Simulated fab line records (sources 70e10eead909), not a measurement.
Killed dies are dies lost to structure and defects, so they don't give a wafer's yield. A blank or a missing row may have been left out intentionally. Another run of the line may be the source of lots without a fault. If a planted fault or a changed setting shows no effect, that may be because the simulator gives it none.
Which tool is to blame? | flow nand harc | 6 lots, 18 wafers sampled, at 2 steps of a route of 1159

WHAT THE GAUGES READ, wafer by wafer
NHARC_A_BLC_CD_MEAS_10 targets a cd of 100 nm.
lot  | measured     | on        | cd nm (nm)
L843 | day 17 11:20 | cd sem-03 | 100.8 100.5 100.5
L851 | day 19 10:59 | cd sem-02 | 97.0 97.1 96.7
L859 | day 20 22:11 | cd sem-03 | 100.4 99.5 99.3
L858 | day 21 12:36 | cd sem-03 | 100.7 100.5 99.9
L866 | day 22 06:53 | cd sem-02 | 100.2 100.2 100.2
L864 | day 22 22:23 | cd sem-03 | 99.7 100.2 99.8

TOOL THAT RAN EACH LOT (tool first, then ch and the chambers of the sampled wafers, then the start)
lot  | NHARC_A_BLC_PEB_08
L843 | litho track-01 ch 0, day 17 11:16
L851 | litho track-04 ch 0, day 19 10:54
L859 | litho track-06 ch 0, day 20 22:07
L858 | litho track-06 ch 0, day 21 12:31
L866 | litho track-01 ch 0, day 22 06:49
L864 | litho track-01 ch 0, day 22 22:18
- NHARC_A_BLC_PEB_08: peb time 65 s.

THE ANSWER, worked out from the rows above alone
Rule: the lots themselves supply what counts as usual. Put in order of their means at a reading, lots are off if they are a third of the lots or fewer, leave a main group of 4 or more, and stand apart from it by a gap of 3 or more times the standard deviation of the main group's means; of several such gaps the widest counts. A main group whose means are all the same, to the digits that the tables above print for the reading, isn't used. A lot without any number at a reading at which 4 lots or more have one is off too. All remaining lots with rows at the step are treated as sound.
Off at NHARC_A_BLC_CD_MEAS_10 (cd nm): L851. Mean 100.2 nm and standard deviation 0.31 in the main group.
If a tool, at a process step before that reading, ran all the lots that are off and no sound lot after the first of them, it fits. Gauges at NHARC_A_BLC_CD_MEAS_10: tried the same way as those tools. One candidate fits, namely litho track-04 at NHARC_A_BLC_PEB_08. It ran no sound lot before its first lot that is off in this sample, so the start can't be narrowed down.

WHAT THE SIMULATOR HAD INSERTED
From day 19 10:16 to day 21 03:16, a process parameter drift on litho track-04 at NHARC_A_BLC_PEB_08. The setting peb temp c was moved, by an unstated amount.
Struck lots among those shown: L851. Same finding as the rule above.
